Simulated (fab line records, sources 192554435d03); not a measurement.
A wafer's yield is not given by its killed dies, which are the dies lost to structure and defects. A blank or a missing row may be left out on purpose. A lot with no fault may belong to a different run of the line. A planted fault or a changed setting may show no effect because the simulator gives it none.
fab line records	flow n5_finfet
[record] lots = 9	wafers = 27	last_day = 18
route steps=1938 shown MOL_CONTACT_COAG@579 BEOL_M4@1111 PASSIVATION@1936
lots that met no fault: from a run of the same line without faults
start_h: the number of hours between the record's first day and the start of the first shown wafer of the lot	wait_h: hours from the lot's prior step to this one	" unchanged from the row above	L1.1+2: a row that stands for several wafers	- either no value or no given start	* or withheld: withheld	< > ~ a bound
route shown NAME@n: names a module that has steps shown in the file, with the first one's number in the route	usual: the fault-free wafers' mean and standard deviation	same: alike in all rows	chamber/n: place in a boat	sites: readings site by site	_std_site: their standard deviation	_edge_site: mean of outer sites minus mean of inner sites	radius_mm: for every site, how far away it sits from the centre of the wafer	mask NAME#n: copy n	behind: tool/chamber where the wafer was last shaped	hold: reason for holding the lot/hours on hold/outcome of the hold	device: whichever transistor did not switch (one of n, p or np)	end of line: the same wafers' tests at the end of the route	step lacking rows: just its recipe	killed: at the first sort, the dies lost to defects and structure; wafer yield is something else	map: a wafer's dies, marking killed ones x, the rest . and places with no die _
set.NAME: setting as actually run; set.NAME@STEP: the setting as run at that earlier step	model.NAME: the simulator's own value behind a step, which no gauge read
the route's steps for a sample of lots (tables are steps, rows are wafers)
services: a tool's chamber out of use, with start hour (start_h, from the record's first day; less than 0 if before it), hours out, and reason
[[steps]]
[step N5_MOL_CONTACT_COAG_ALD_131]
[recipe] material = SiO2	target_thk_a = 50	temp_c = 100	ald_precursor_family = BDEAS	ald_co_reactant = O2-plasma	pulse_time_s = 1	co_reactant_pulse_time_s = 1	purge_time_s = 2	co_reactant_purge_time_s = 2	ald_cycles = 35	pressure_torr = 2
[usual] chamber_pressure_Torr = 2.000/0.0037	heater_power_w = 74/7.9	precursor_pulse_height_rel = 1.003/0.018	susceptor_temp_C = 100.01/0.13
[same] ald_cycles = 35
lot.wafer	tool	chamber	start_h	wait_h	chamber_pressure_Torr	heater_power_w	precursor_pulse_height_rel	susceptor_temp_C
L301.1	ald_sin-03	1	125.00	0.9	2.000	60	1.028	99.99
L301.4	"	2	"	"	1.994	72	1.005	99.98
L301.5	"	1	"	"	1.998	62	1.014	100.02
L302.1	ald_sin-01	1	126.87	0.1	1.999	67	0.989	100.03
L302.3	"	3	"	"	2.000	81	1.001	100.08
L302.5	"	2	"	"	2.000	72	1.004	100.13
L308.2	ald_sin-02	2	167.97	0.1	1.997	81	1.022	99.98
L308.5	"	1	"	"	2.000	76	1.027	99.86
L308.6	"	2	"	"	2.007	80	1.012	99.97
L309.3	ald_sin-02	3	171.44	0.1	2.003	85	1.014	100.04
L309.4	"	1	"	"	1.998	78	1.010	99.90
L309.5	"	1	"	"	1.999	76	1.006	100.03
L310.1	ald_sin-03	2	175.06	0.1	1.996	74	0.960	99.81
L310.4	"	0	"	"	2.000	67	1.012	100.00
L310.5	"	0	"	"	2.005	66	0.992	99.86
L312.1	ald_sin-01	0	191.21	0.1	2.004	71	1.020	100.05
L312.2	"	1	"	"	2.006	68	1.008	99.91
L312.4	"	2	"	"	1.993	70	1.022	99.91
L313.1	ald_sin-02	0	193.67	0.1	1.995	79	1.014	100.31
L313.2	"	3	"	"	2.004	86	1.003	99.88
L313.3	"	2	"	"	2.000	74	0.970	99.88
L314.3	ald_sin-02	0	200.54	0.1	2.002	80	0.991	100.07
L314.4	"	3	"	"	2.003	87	0.967	99.96
L314.6	"	1	"	"	1.998	70	1.020	99.86
L315.4	ald_sin-03	3	210.57	0.1	1.999	82	1.003	99.84
L315.5	"	0	"	"	1.994	67	0.995	100.00
L315.6	"	1	"	"	2.007	62	1.001	100.23
[step N5_MOL_CONTACT_COAG_CD_MEAS_40]
[recipe] target_cd_nm = 25.1	landing_energy_ev = 500	detector = se_inlens	polarity = opening
[usual] cd_nm = 25.13/0.25
lot.wafer	tool	chamber	start_h	wait_h	cd_nm
L301.1	cd_sem-03	0	126.12	-	25.10
L301.4	"	0	"	"	24.69
L301.5	"	0	"	"	24.83
L302.1	cd_sem-01	0	127.98	-	25.43
L302.3	"	0	"	"	25.09
L302.5	"	0	"	"	25.27
L308.2	cd_sem-02	0	169.09	-	25.12
L308.5	"	0	"	"	25.29
L308.6	"	0	"	"	25.28
L309.3	cd_sem-03	0	172.55	-	25.29
L309.4	"	0	"	"	24.82
L309.5	"	0	"	"	24.97
L310.1	cd_sem-01	0	176.05	-	24.72
L310.4	"	0	"	"	24.87
L310.5	"	0	"	"	25.01
L312.1	cd_sem-01	0	192.38	-	25.07
L312.2	"	0	"	"	25.03
L312.4	"	0	"	"	25.36
L313.1	cd_sem-01	0	194.78	-	25.50
L313.2	"	0	"	"	25.36
L313.3	"	0	"	"	25.04
L314.3	cd_sem-02	0	201.60	-	24.97
L314.4	"	0	"	"	24.79
L314.6	"	0	"	"	25.27
L315.4	cd_sem-02	0	211.69	-	25.17
L315.5	"	0	"	"	25.32
L315.6	"	0	"	"	25.30
[step N5_MOL_CONTACT_COAG_ETCH_66]
[recipe] chemistry = CF4	target = SiARC	target_depth_a = 130	mask_material = CAR-EUV	time_s = 21.7	ion_energy_ev = 80	pressure_mtorr = 40	source_w = 545	bias_w = 36	Ar_flow_sccm = 100	cf4_flow_sccm = 100	ends = cleared
[usual] drypump_motor_current_A = 5.8/0.48	etch_rf_on_time_s = 21.60/0.29	oes_product_au = 0.67/0.067	rf_fwd_power_W = 531.6/1.6	rf_vpp_V = 184.2/1.3	showerhead_plenum_p_Torr = 2.16/0.078	throttle_valve_pct = 15.62/0.23
lot.wafer	tool	chamber	start_h	wait_h	drypump_motor_current_A	etch_rf_on_time_s	oes_product_au	rf_fwd_power_W	rf_hours_counter_h	rf_vpp_V	showerhead_plenum_p_Torr	throttle_valve_pct
L301.1	rie_diel-02	0	126.30	0.0	5.5	22.02	0.59	532.8	235	182.4	2.03	15.64
L301.4	"	1	"	"	6.5	21.65	0.60	533.1	202	185.0	2.20	15.69
L301.5	"	1	"	"	6.5	21.40	0.62	531.6	-	184.5	2.20	15.68
L302.1	rie_diel-02	2	128.16	0.0	6.1	21.51	0.69	532.2	90	184.1	2.25	15.42
L302.3	"	3	"	"	5.9	21.66	0.66	529.6	118	182.3	2.07	15.42
L302.5	"	0	"	"	5.5	21.70	0.59	534.2	-	182.4	2.03	15.61
L308.2	rie_diel-02	3	169.26	0.0	5.8	21.32	0.65	529.6	133	184.2	2.07	15.47
L308.5	"	1	"	"	6.5	21.02	0.61	531.2	-	184.5	2.20	15.71
L308.6	"	3	"	"	5.8	21.52	0.65	531.2	-	182.7	2.07	15.44
L309.3	rie_diel-06	0	172.73	0.0	5.8	21.61	0.78	529.4	21	183.9	2.10	15.34
L309.4	"	1	"	"	5.0	21.66	0.78	530.4	15	182.9	2.10	15.37
L309.5	"	2	"	"	5.5	21.40	0.64	528.9	-	185.4	2.22	15.97
L310.1	rie_diel-02	1	176.23	0.0	6.5	21.64	0.60	530.1	222	184.5	2.19	15.71
L310.4	"	3	"	"	5.9	21.67	0.64	532.2	-	183.2	2.06	15.49
L310.5	"	2	"	"	6.1	21.38	0.67	529.1	-	185.4	2.24	15.45
L312.1	rie_diel-01	3	193.18	0.0	6.2	21.81	0.65	532.3	135	185.0	2.23	15.63
L312.2	"	1	"	"	5.6	21.76	0.72	532.6	59	186.3	2.26	15.40
L312.4	"	0	"	"	5.6	22.16	0.62	532.3	-	184.0	2.05	15.87
L313.1	rie_diel-06	2	194.96	0.0	5.4	21.59	0.62	531.9	180	185.6	2.21	15.97
L313.2	"	0	"	"	5.7	21.40	0.77	529.3	27	183.9	2.10	15.36
L313.3	"	1	"	"	5.0	21.77	0.77	528.6	21	183.1	2.10	15.37
L314.3	rie_diel-02	1	201.77	0.0	6.5	21.39	0.60	535.4	229	185.4	2.19	15.72
L314.4	"	1	"	"	6.5	21.47	0.60	531.4	-	184.7	2.19	15.73
L314.6	"	0	"	"	5.5	21.19	0.82	533.2	-	184.9	2.27	15.20
L315.4	rie_diel-06	0	212.03	0.0	5.7	21.20	0.77	530.9	33	182.8	2.09	15.37
L315.5	"	1	"	"	5.0	21.76	0.76	529.9	-	183.0	2.10	15.39
L315.6	"	2	"	"	5.4	21.19	0.64	531.9	-	186.0	2.21	15.98
[step N5_MOL_CONTACT_COAG_ALD_133]
[recipe] material = SiO2	target_thk_a = 50	temp_c = 100	ald_precursor_family = BDEAS	ald_co_reactant = O2-plasma	pulse_time_s = 1	co_reactant_pulse_time_s = 1	purge_time_s = 2	co_reactant_purge_time_s = 2	ald_cycles = 35	pressure_torr = 2
[usual] ald_cycles = 35/0	chamber_pressure_Torr = 2.000/0.0042	heater_power_w = 75/7.5	precursor_pulse_height_rel = 1.002/0.018	susceptor_temp_C = 99.99/0.13
lot.wafer	tool	chamber	start_h	wait_h	ald_cycles	chamber_pressure_Torr	heater_power_w	precursor_pulse_height_rel	susceptor_temp_C
L301.1	ald_sin-01	2	126.38	0.1	35	2.009	71	1.007	100.13
L301.4	"	0	"	"	35	1.994	75	0.999	99.76
L301.5	"	2	"	"	35	2.003	72	1.010	100.06
L302.1	ald_sin-02	0	128.24	0.1	35	1.999	81	1.025	99.75
L302.3	"	2	"	"	35	2.006	78	0.980	99.99
L302.5	"	2	"	"	35	2.001	79	0.983	99.99
L308.2	ald_sin-01	1	169.34	0.1	-	-	-	-	-
L308.5	"	1	"	"	-	-	-	-	-
L308.6	"	0	"	"	-	-	-	-	-
L309.3	ald_sin-03	2	172.82	0.1	-	-	-	-	-
L309.4	"	0	"	"	-	-	-	-	-
L309.5	"	0	"	"	-	-	-	-	-
L310.1	ald_sin-02	0	176.31	0.1	-	-	-	-	-
L310.4	"	3	"	"	-	-	-	-	-
L310.5	"	2	"	"	-	-	-	-	-
L312.1	ald_sin-02	2	193.27	0.1	35	1.995	75	0.996	99.90
L312.2	"	0	"	"	35	1.999	79	0.978	100.19
L312.4	"	3	"	"	35	2.004	88	0.990	100.05
L313.1	ald_sin-01	3	195.48	0.5	35	1.997	83	0.972	100.00
L313.2	"	2	"	"	35	2.003	71	1.020	100.05
L313.3	"	1	"	"	35	2.006	67	1.036	99.95
L314.3	ald_sin-02	1	201.85	0.1	35	2.000	69	1.031	100.11
L314.4	"	3	"	"	35	1.998	87	1.014	99.99
L314.6	"	3	"	"	35	1.993	90	1.015	99.99
L315.4	ald_sin-03	3	212.26	0.2	35	1.996	82	1.004	100.13
L315.5	"	2	"	"	35	2.000	74	1.030	100.01
L315.6	"	3	"	"	35	2.002	81	1.011	99.94
[step N5_BEOL_M4_RC_MEAS_101]
[usual] DIBL_N = 36.5/1.4	DIBL_P = 36.6/1.6	IOFF_N = 0.160/0.024	IOFF_P = 0.217/0.029	ION_N = 674/8.7	ION_P = 464/6.5	SS_N = 71.6/0.47	SS_P = 73.4/0.57	VT_N = 250.0/2.5	VT_P = -250/3.1
lot.wafer	tool	chamber	start_h	wait_h	DIBL_N[mV/V]	DIBL_P[mV/V]	IOFF_N[nA/um]	IOFF_P[nA/um]	ION_N[uA/um]	ION_P[uA/um]	SS_N[mV/dec]	SS_P[mV/dec]	VT_N[mV]	VT_P[mV]
L301.1	prober-01	0	195.34	0.0	37.1	37.2	0.180	0.253	687	474	71.6	73.5	247.7	-247
L301.4	"	0	"	"	36.6	36.7	0.178	0.256	675	468	71.7	72.6	247.2	-246
L301.5	"	0	"	"	36.3	36.3	0.169	0.241	684	475	71.6	73.6	244.9	-245
L302.1	prober-02	0	210.82	0.0	38.8	39.8	0.211	0.253	694	465	72.7	74.1	248.9	-249
L302.3	"	0	"	"	35.9	36.3	0.160	0.196	677	457	71.2	73.5	250.0	-253
L302.5	"	0	"	"	37.8	38.6	0.187	0.226	679	460	70.8	74.0	249.7	-253
L313.1	prober-02	0	263.15	0.0	35.3	34.9	0.123	0.158	667	452	71.6	73.2	255.3	-256
L313.2	"	0	"	"	36.2	35.7	0.135	0.168	672	452	71.6	72.9	253.1	-256
L313.3	"	0	"	"	36.7	36.2	0.145	0.174	664	448	71.8	72.7	252.7	-255
L312.1	prober-01	0	263.39	0.0	39.6	40.9	0.225	0.299	692	480	72.1	74.3	245.3	-246
L312.2	"	0	"	"	37.6	37.6	0.175	0.239	680	467	71.7	73.3	248.3	-248
L312.4	"	0	"	"	34.9	34.8	0.131	0.190	664	463	70.7	73.4	250.8	-249
L314.3	prober-02	0	270.46	0.3	35.3	34.2	0.112	0.167	653	454	71.0	72.3	253.4	-255
L314.4	"	0	"	"	36.1	35.6	0.127	0.185	663	462	71.2	73.1	254.9	-252
L314.6	"	0	"	"	35.7	35.5	0.127	0.185	666	462	71.4	73.3	253.7	-252
L315.4	prober-01	0	278.41	0.5	36.7	38.8	0.167	0.226	666	463	72.0	74.2	249.4	-253
L315.5	"	0	"	"	36.8	39.0	0.173	0.231	669	459	71.6	73.8	250.7	-250
L315.6	"	0	"	"	35.0	36.9	0.146	0.194	672	460	71.7	73.3	250.6	-252
[step N5_PASSIVATION_PROBE_49]
[usual] defect_limited_yield = 91.2/1.4	killed_at_M0_to_M3 = 34/9.4	killed_at_M4_up = 13/5.8	killed_at_contacts = 13/6.4	killed_at_front_end = 41/11	killed_at_other = 3.1/2.3	killed_dies = 103/16	killed_on_rim = 13/3.4	killed_open = 69/12	killed_short = 33/7.8	sort_bin_5_function = 5.1/0.91	sort_bin_6_memory = 3.3/0.63	sort_n_pass = 1077/16	sort_yield_pct = 91.2/1.4
[same] gross_dies = 1180	killed_at_back_side = 0	sort_bin_4_leakage[%] = 0	sort_bin_8_speed[%] = 0
lot.wafer	tool	chamber	start_h	wait_h	defect_limited_yield[%]	killed_at_M0_to_M3	killed_at_M4_up	killed_at_contacts	killed_at_front_end	killed_at_other	killed_dies	killed_on_rim	killed_open	killed_short	sort_bin_5_function[%]	sort_bin_6_memory[%]	sort_n_pass	sort_yield_pct[%]
L309.3	prober-02	-	342.91	0.1	18.6	32	13	885	28	2	960	76	49	31	77.9	3.0	220	18.6
L309.4	prober-02	-	342.96	0.2	17.1	35	13	863	65	2	978	152	73	49	78.1	4.2	202	17.1
L309.5	prober-02	-	343.01	0.2	17.8	44	19	866	38	3	970	152	74	37	78.1	3.9	210	17.8
L308.2	prober-01	-	343.46	0.1	19.0	28	12	869	45	2	956	148	59	35	78.1	2.7	224	19.0
L308.5	prober-01	-	343.61	0.2	17.8	25	12	890	42	1	970	147	58	30	79.3	2.2	210	17.8
L308.6	prober-01	-	343.66	0.3	17.5	10	11	915	38	0	974	141	42	26	80.4	1.6	206	17.5
L310.1	prober-02	-	365.00	0.0	19.4	23	16	878	25	9	951	129	70	26	77.3	3.0	229	19.4
L310.4	prober-02	-	365.15	0.2	17.8	18	22	895	30	5	970	151	76	30	77.8	4.1	210	17.8
L310.5	prober-02	-	365.20	0.2	18.3	44	16	867	34	3	964	66	87	36	77.1	4.3	216	18.3
L314.3	prober-01	-	426.02	0.1	90.9	28	8	6	59	6	107	15	72	35	5.7	3.2	1073	90.9
L314.4	prober-01	-	426.07	0.2	91.4	33	16	2	45	6	102	17	57	42	4.6	3.9	1078	91.4
L314.6	prober-01	-	426.17	0.3	91.3	38	10	6	45	4	103	13	67	32	5.3	2.6	1077	91.3
// killed by level:class
L309.3 MOL_CONTACT_COAG:area_ald=876 BEOL_M0_SAQP:geometric_particle:short=8 MOL_CONTACT_COAG:geometric_particle:open=7 STI_FIN_REVEAL:geometric_particle:open=6 BEOL_M3:geometric_particle:open=6 BEOL_M1:geometric_particle:open=5 BEOL_M2:geometric_particle:open=5 GATE_CUT:geometric_particle:short=4
L309.4 MOL_CONTACT_COAG:area_ald=855 FIN_SAQP:geometric_particle:short=15 STI_FIN_REVEAL:geometric_particle:open=12 BEOL_M0_SAQP:geometric_particle:open=10 FIN_SAQP:geometric_particle:open=9 BEOL_M0_SAQP:geometric_particle:short=8 MOL_CONTACT_COAG:geometric_particle:open=7 GATE_CUT:geometric_particle:open=6
L309.5 MOL_CONTACT_COAG:area_ald=858 BEOL_M3:geometric_particle:open=12 BEOL_M0_SAQP:geometric_particle:short=10 BEOL_M0_SAQP:geometric_particle:open=9 DUMMY_GATE:geometric_particle:open=8 FIN_SAQP:geometric_particle:short=7 BEOL_M2:geometric_particle:open=6 BEOL_M4:geometric_particle:open=6
L308.2 MOL_CONTACT_COAG:area_ald=861 BEOL_M2:geometric_particle:open=14 STI_FIN_REVEAL:geometric_particle:open=12 FIN_SAQP:geometric_particle:short=11 GATE_CUT:geometric_particle:short=6 MOL_CONTACT_COAG:geometric_particle:open=6 FIN_SAQP:geometric_particle:open=5 BEOL_M0_SAQP:geometric_particle:short=5
L308.5 MOL_CONTACT_COAG:area_ald=876 MOL_CONTACT_COAG:geometric_particle:open=8 FIN_SAQP:geometric_particle:short=7 STI_FIN_REVEAL:geometric_particle:open=7 BEOL_M2:geometric_particle:open=7 FIN_SAQP:geometric_particle:open=6 BEOL_M0_SAQP:geometric_particle:short=6 SPACER0:geometric_particle:open=4
L308.6 MOL_CONTACT_COAG:area_ald=906 FIN_SAQP:geometric_particle:short=10 STI_FIN_REVEAL:geometric_particle:open=7 MOL_CONTACT_COAG:geometric_particle:open=7 FIN_SAQP:geometric_particle:open=6 BEOL_M0_SAQP:geometric_particle:short=6 GATE_CUT:geometric_particle:open=4 BEOL_M4:geometric_particle:open=4
L310.1 MOL_CONTACT_COAG:area_ald=854 MOL_CONTACT_COAG:geometric_particle:open=21 STI_FIN_REVEAL:geometric_particle:open=9 BEOL_M4:geometric_particle:open=7 BEOL_M1:geometric_particle:open=6 BEOL_M0_SAQP:geometric_particle:short=5 BEOL_M2:geometric_particle:open=5 PAD_METAL:geometric_particle:short=5
L310.4 MOL_CONTACT_COAG:area_ald=864 MOL_CONTACT_COAG:geometric_particle:open=28 STI_FIN_REVEAL:geometric_particle:open=8 BEOL_M4:geometric_particle:short=6 BEOL_M4:geometric_particle:open=6 BEOL_M0_SAQP:geometric_particle:short=5 FIN_SAQP:geometric_particle:short=4 BEOL_M0_SAQP:geometric_particle:open=4
L310.5 MOL_CONTACT_COAG:area_ald=839 MOL_CONTACT_COAG:geometric_particle:open=22 BEOL_M1:geometric_particle:open=15 STI_FIN_REVEAL:geometric_particle:open=13 BEOL_M0_SAQP:geometric_particle:short=8 BEOL_M0_SAQP:geometric_particle:open=7 MOL_CONTACT_COAG:geometric_particle:short=6 DUMMY_GATE:geometric_particle:open=5
L314.3 FIN_SAQP:geometric_particle:open=23 FIN_SAQP:geometric_particle:short=11 BEOL_M2:geometric_particle:open=9 STI_FIN_REVEAL:geometric_particle:open=8 BEOL_M1:geometric_particle:open=8 MOL_CONTACT_COAG:geometric_particle:open=6 DUMMY_GATE:geometric_particle:short=4 DUMMY_GATE:geometric_particle:open=4
L314.4 FIN_SAQP:geometric_particle:short=11 FIN_SAQP:geometric_particle:open=10 GATE_CUT:geometric_particle:short=7 BEOL_M0_SAQP:geometric_particle:open=7 BEOL_M2:geometric_particle:open=6 BEOL_M0_SAQP:geometric_particle:short=6 BEOL_M4:geometric_particle:open=5 BEOL_M4:geometric_particle:short=5
L314.6 FIN_SAQP:geometric_particle:open=15 BEOL_M0_SAQP:geometric_particle:open=9 BEOL_M2:geometric_particle:open=8 GATE_CUT:geometric_particle:short=7 BEOL_M0_SAQP:geometric_particle:short=6 BEOL_M1:geometric_particle:open=6 MOL_CONTACT_COAG:geometric_particle:open=5 STI_FIN_REVEAL:geometric_particle:open=4
[[services]]
tool	chamber	start_h	hours	kind
rie_diel-06	1	112.08	-	clean
rie_diel-06	1	112.08	-	consumable_replace:focus_ring
rie_diel-06	1	112.08	16.5	scheduled_down
rie_diel-06	-	152.14	4.3	pm
ald_sin-03	-	153.63	2.8	pm
rie_diel-02	-	161.27	0.4	repair
rie_diel-02	0	168.03	-	clean
rie_diel-02	0	168.03	-	consumable_replace:focus_ring
rie_diel-02	0	168.03	-	consumable_replace:showerhead
rie_diel-02	0	168.03	16.3	scheduled_down
rie_diel-02	0	168.03	16.3	vent_cycle
ald_sin-02	-	178.08	14.0	pm
ald_sin-02	0	178.08	14.0	vent_cycle
ald_sin-02	1	178.08	14.0	vent_cycle
ald_sin-02	2	178.08	14.0	vent_cycle
ald_sin-02	3	178.08	14.0	vent_cycle
rie_diel-01	2	185.30	17.7	repair
ald_sin-02	0	192.08	-	clean
ald_sin-02	1	192.08	-	clean
ald_sin-02	2	192.08	-	clean
ald_sin-02	3	192.08	-	clean
rie_diel-02	1	195.81	5.5	repair
ald_sin-01	1	197.73	12.1	repair
rie_diel-02	3	198.03	6.0	repair
[[key]]
[first_sign] step = N5_MOL_CONTACT_COAG_ALD_133	reading = tool_record	direction = missing
[effect] step = N5_PASSIVATION_PROBE_49	reading = killed_at_contacts	direction = up	sigmas = 99+	usual = 13	struck = 881
[more_kills_born_at] N5_MOL_CONTACT_COAG_ALD_133@ald_sin-01 = 2643	N5_MOL_CONTACT_COAG_ALD_133@ald_sin-03 = 2589	N5_MOL_CONTACT_COAG_ALD_133@ald_sin-02 = 2557
met_at N5_MOL_CONTACT_COAG_ALD_133
struck_lots L308,L309,L310
later_rows_left_out L308.2,L308.5,L308.6,L309.3,L309.4,L309.5,L310.1,L310.4,L310.5
not_acting_at N5_MOL_CONTACT_COAG_ALD_131,N5_MOL_CONTACT_COAG_CD_MEAS_40,N5_MOL_CONTACT_COAG_ETCH_66
onset_between 128.24 169.34
[fault] kind = skipped_step_whole	tool = ald_sin-01,ald_sin-02,ald_sin-03	chamber = -	onset_h = 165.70	steps = N5_MOL_CONTACT_COAG_ALD_133	scope = struck_lots_only
// later_rows_left_out: the simulator's readings of these wafers behind a module that went badly wrong aren't trusted and aren't shown, but for the sort
